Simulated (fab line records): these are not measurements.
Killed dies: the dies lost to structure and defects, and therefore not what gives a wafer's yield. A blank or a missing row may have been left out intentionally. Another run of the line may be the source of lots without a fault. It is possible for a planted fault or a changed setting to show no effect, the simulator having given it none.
Matching of chambers -- flow nand_harc -- rie_diel-11 running NHARC_A_CONTACT_ETCH_91: 4 sister chambers
The step etches the open film in CH3F/O2, target depth 40 nm, time 85.7 s. 8 wafers are shown with their chamber, then 10 later ones without.

## WAFERS PAIRED WITH THEIR CHAMBERS
wafer,chamber,showerhead_plenum_p_Torr (Torr),drypump_motor_current_A (A)
L077.1,2,2.32,5.8
L079.1,3,2.56,5.1
L079.5,1,2.30,6.1
L081.2,3,2.55,5.1
L081.3,1,2.29,6.1
L081.5,0,2.60,5.4
L082.2,2,2.32,5.9
L082.5,0,2.59,5.4

## WAFERS WHOSE CHAMBER IS MISSING
wafer,showerhead_plenum_p_Torr (Torr),drypump_motor_current_A (A)
L082.6,2.55,5.1
L087.1,2.29,6.1
L087.2,2.32,5.9
L087.3,2.55,5.1
L091.1,2.32,5.8
L091.3,2.55,5.1
L091.5,2.59,5.4
L088.1,2.32,5.8
L088.2,2.59,5.4
L088.3,2.29,6.0

## THE CHAMBER EACH PASSED THROUGH
wafer,from the rows above,in truth
L082.6,3,3
L087.1,1,1
L087.2,2,2
L087.3,3,3
L091.1,2,2
L091.3,3,3
L091.5,0,0
L088.1,2,2
L088.2,0,0
L088.3,1,1
Placed correctly: 10 of 10. Left unplaced by these rows: 0. Wrongly placed: 0.
How it was worked out, from the rows above alone: a wafer's distance from a chamber is the root of the sum, over the readings, of the square of ((its reading less the chamber's mean) divided by the reading's scatter). If the next closest chamber is less than 2 further off than the closest, the wafer can't be placed; otherwise it belongs to the closest. Each chamber's mean is taken over the wafers shown for it. How the scatter is found: for the shown wafers, subtract from each reading the mean of its chamber, square and add these, divide the total by (wafers less chambers), then take the root.
